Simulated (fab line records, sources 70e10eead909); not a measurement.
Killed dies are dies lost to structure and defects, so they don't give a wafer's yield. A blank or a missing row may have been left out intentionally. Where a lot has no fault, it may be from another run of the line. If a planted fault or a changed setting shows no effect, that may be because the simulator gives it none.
Struck lot and sound lot, side by side + flow nandHarc + 19 out of 1302 route steps
Sound: wafers L236.1, L236.2, L236.6. Wafers struck: L248.2, L248.3, L248.6. The cause comes at the end.
Order at every step that has rows: each side's tool, ch and its chambers, its first start. Under that, the readings that differ: sound wafers + struck wafers + difference of the means + sigmas: that difference in standard deviations of wafers without a fault.
alike: same words and numbers on both sides, and readings whose means sit less than 2 such deviations apart. not compared: any withheld reading, any reading some wafer has no value for, any bound like >300 that may hide the same value, and any number with overlapping values for which the record gives no deviation.
Wherever a step has rows on one side only, a row that says differs or no value, or a row with sigmas, the two part there. Numbers that have no deviation but don't overlap get no sigmas and don't part them. Lack of a reading on every wafer of one side parts them only where that side has two or more wafers.

NHARC_P_M2_PRE_CLEAN_32: time 12 s.
  sound on pecvd-01 ch 0,1, day 7 04:13; struck on pecvd-01 ch 0,1, day 12 16:16
  alike: heaterPowerW
NHARC_P_M2_DEP_33: deposits SiCN, target thk 30 nm.
  sound on pecvd-01 ch 0,1, day 7 04:17; struck on pecvd-01 ch 0,1, day 12 16:20
  alike: heaterPowerW
NHARC_P_BONDPAD_DEP_00: deposits SiCN, target thk 250 nm.
  sound on pecvd-03 ch 0,2, day 7 04:43; struck on pecvd-01 ch 0,2
  alike: heaterPowerW
NHARC_P_BONDPAD_CMP_32: polishes SiCN, target thk 200 nm.
  sound on cmp-02 ch 0,2,3, day 7 05:07; struck on cmp-03 ch 0,1, day 12 17:08
  alike: motorCurrentA, slurryFlowMlMin
NHARC_P_BONDPAD_THK_MEAS_33: measures by ellipsometry.
  sound on filmMetro-01 at day 7 05:22; struck on filmMetro-02 at day 12 17:23
  alike: thkNm
then, 7 steps without rows for these wafers: NHARC_P_BONDPAD_SRD_34; NHARC_P_BONDPAD_DEHYDRATE_01 (time 120 s); NHARC_P_BONDPAD_HMDS_02 (time 30 s); NHARC_P_BONDPAD_COAT_36 (time 65 s); NHARC_P_BONDPAD_COAT_03 (resist thk 600 nm); NHARC_P_BONDPAD_SOFTBAKE_04 (time 70 s); NHARC_P_BONDPAD_EBR_05.
NHARC_P_BONDPAD_EXPOSE_06: exposes mask P BPAD.
  sound on krfScanner-03 ch 0, day 7 05:47; struck on krfScanner-02 ch 0, day 12 17:48
| reading                         | sound             | struck            | difference | sigmas |
|---------------------------------|-------------------|-------------------|------------|--------|
| model.P_BONDPAD.overlayXNm (nm) | 6.927 6.927 6.927 | 72.71 72.71 72.71 | +65.78     |        |
  alike: mask
then, 2 steps without rows for these wafers: NHARC_P_BONDPAD_PEB_07 (peb time 80 s); NHARC_P_BONDPAD_DEVELOP_08 (time 50 s).
NHARC_P_BONDPAD_CD_MEAS_09: target cd 500 nm.
  sound on cdSem-01 ch 0, day 7 05:56; struck on cdSem-01 ch 0, day 12 17:57
| reading   | sound             | struck            | difference | sigmas |
|-----------|-------------------|-------------------|------------|--------|
| cdNm (nm) | 498.7 500.6 497.1 | 505.0 502.4 504.6 | +5.2       | +3     |
NHARC_P_BONDPAD_OVL_MEAS_38:
  sound on overlay-01 at day 7 06:01; struck on overlay-01 at day 12 18:02
| reading         | sound | struck   | difference | sigmas |
|-----------------|-------|----------|------------|--------|
| overlayXNm (nm) | 7 7 7 | 73 72 72 | +65        | +11    |
  alike: overlayYNm
then, 1 step without rows for these wafers: NHARC_P_BONDPAD_HARDBAKE_10 (time 65 s).
NHARC_END_SORT_01:
  the record has rows for the sound wafers here (prober-01 ch 0, day 25 11:52) and none for the struck ones

## WHERE THEY PART
At NHARC_P_BONDPAD_CD_MEAS_09 first; at NHARC_END_SORT_01 last (within this record only).

WHY: whatever the simulator had introduced
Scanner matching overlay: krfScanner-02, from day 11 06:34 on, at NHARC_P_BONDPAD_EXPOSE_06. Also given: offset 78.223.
